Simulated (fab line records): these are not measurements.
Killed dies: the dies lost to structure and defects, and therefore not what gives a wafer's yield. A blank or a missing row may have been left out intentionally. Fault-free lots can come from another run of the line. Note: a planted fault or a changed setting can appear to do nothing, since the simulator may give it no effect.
Chamber matching :: flow nandHarc :: 4 sister chambers for NHARC_THIN_TSV_ETCH_15 on rieSi-02
The step target depth 3000 nm, bosch target overetch cycles 2, bosch etch step 2.8 s. 8 wafers are shown with their chamber, then 7 later ones without.

## EACH WAFER AND ITS CHAMBER
wafer: L891.4
chamber: 3
drypumpMotorCurrentA (A): 6.6

wafer: L892.4
chamber: 0
drypumpMotorCurrentA (A): 5.6

wafer: L892.5
chamber: 2
drypumpMotorCurrentA (A): 5.7

wafer: L902.2
chamber: 3
drypumpMotorCurrentA (A): 6.6

wafer: L902.5
chamber: 1
drypumpMotorCurrentA (A): 6.6

wafer: L902.6
chamber: 2
drypumpMotorCurrentA (A): 5.8

wafer: L899.4
chamber: 0
drypumpMotorCurrentA (A): 5.6

wafer: L899.5
chamber: 1
drypumpMotorCurrentA (A): 6.6

## WAFERS WITHOUT THEIR CHAMBER
wafer: L899.6
drypumpMotorCurrentA (A): 5.8

wafer: L901.4
drypumpMotorCurrentA (A): 6.6

wafer: L901.5
drypumpMotorCurrentA (A): 6.6

wafer: L901.6
drypumpMotorCurrentA (A): 5.6

wafer: L911.3
drypumpMotorCurrentA (A): 5.7

wafer: L911.4
drypumpMotorCurrentA (A): 5.6

wafer: L911.6
drypumpMotorCurrentA (A): 5.6

## CHAMBER TAKEN BY EACH
wafer: L899.6
from the rows above: 2
in truth: 2

wafer: L901.4
from the rows above: can't be placed: 1 or 3
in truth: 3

wafer: L901.5
from the rows above: can't be placed: 1 or 3
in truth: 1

wafer: L901.6
from the rows above: 0
in truth: 0

wafer: L911.3
from the rows above: can't be placed: 2 or 0
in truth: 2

wafer: L911.4
from the rows above: 0
in truth: 0

wafer: L911.6
from the rows above: 0
in truth: 0
Correct placement for 4 of the 7. These rows do not allow placing 3 (true chamber among the candidates in 3). 0 placed wrongly.
How it was worked out, from the rows above alone: a wafer's distance from a chamber is the root of the sum, over the readings, of the square of ((its reading less the chamber's mean) divided by the reading's scatter). If the next closest chamber is less than 2 further off than the closest, the wafer can't be placed; otherwise it belongs to the closest. A chamber's mean is the mean of its shown wafers. The scatter: take each reading less its chamber's mean, square it, sum over the shown wafers, divide by the number of wafers less the number of chambers, and take the root.
